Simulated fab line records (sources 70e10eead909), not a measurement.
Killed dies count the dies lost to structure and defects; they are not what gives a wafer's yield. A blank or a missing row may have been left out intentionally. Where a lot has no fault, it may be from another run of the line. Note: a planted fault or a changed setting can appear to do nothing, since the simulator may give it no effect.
The tool behind it: which one? -- flow nandHarc -- 7 lots with 21 wafers sampled at 4 steps, on a route of 1159 steps

== WHAT THE GAUGES READ, wafer by wafer ==
NHARC_END_SORT_01.
lot,measured,on,killedDies
L103,day 22 17:40,prober-02,35 30 38
L108,day 24 08:14,prober-02,28 22 25
L110,day 24 08:17,prober-01,13 15 19

== EACH LOT AND THE TOOL THAT RAN IT (in order: tool; ch and the chambers of the sampled wafers; start) ==
lot,NHARC_A_CONTACT_ETCH_128,NHARC_THIN_TSV_ETCHBACK_48,NHARC_THIN_TSV_PRE_CLEAN_54
L992,"harCapEtch-01 ch 0,1, day 17 00:37","rieDiel-04 ch 0,1,2, day 18 22:08","pvdSputter-01, day 19 00:42"
L996,"harCapEtch-02 ch 0,1, day 17 04:17","rieDiel-04 ch 0,1,3, day 19 03:27","pvdSputter-01, day 19 06:02"
L995,"harCapEtch-02 ch 0, day 17 09:58","rieDiel-07 ch 0,2, day 19 05:40","pvdSputter-01, day 19 08:14"
L103,"harCapEtch-01 ch 0,1, day 19 20:09","rieDiel-04 ch 2,3, day 21 22:14","pvdSputter-03, day 22 00:51"
L108,"harCapEtch-01 ch 0,1, day 20 23:46","rieDiel-07 ch 0,1,2, day 23 09:13","pvdSputter-03, day 23 12:02"
L110,"harCapEtch-02 ch 0, day 21 09:21","rieDiel-07 ch 0,1,2, day 23 11:44","pvdSputter-02, day 23 14:17"
L112,"harCapEtch-01 ch 0,1, day 22 05:41","rieDiel-11 ch 1,2,3, day 24 02:30","pvdSputter-01, day 24 05:57"
- NHARC_A_CONTACT_ETCH_128: etches the open film in C4F8/O2/Ar, time 155 s, target depth 956 nm.
- NHARC_THIN_TSV_ETCHBACK_48: etches the open film in C4F8/Ar, target depth 1028.5 nm, time 405.17 s.
- NHARC_THIN_TSV_PRE_CLEAN_54: time 30 s.

== THE ANSWER, worked out from the rows above alone ==
Rule: usual is defined by the lots themselves. Put in order of their means at a reading, lots are off if they are a third of the lots or fewer, leave a main group of 4 or more, and stand apart from it by a gap of 3 or more times the standard deviation of the main group's means; of several such gaps the widest counts. The tables above print the reading to a certain number of digits; a main group whose means all agree to those digits is not used. Also off: a lot with no number at a reading for which 4 or more lots have one. Any other lot the step has rows for is counted as sound.
Across all readings shown, no lot is off: no conclusion can be drawn from this.

== WHAT THE SIMULATOR HAD INSERTED ==
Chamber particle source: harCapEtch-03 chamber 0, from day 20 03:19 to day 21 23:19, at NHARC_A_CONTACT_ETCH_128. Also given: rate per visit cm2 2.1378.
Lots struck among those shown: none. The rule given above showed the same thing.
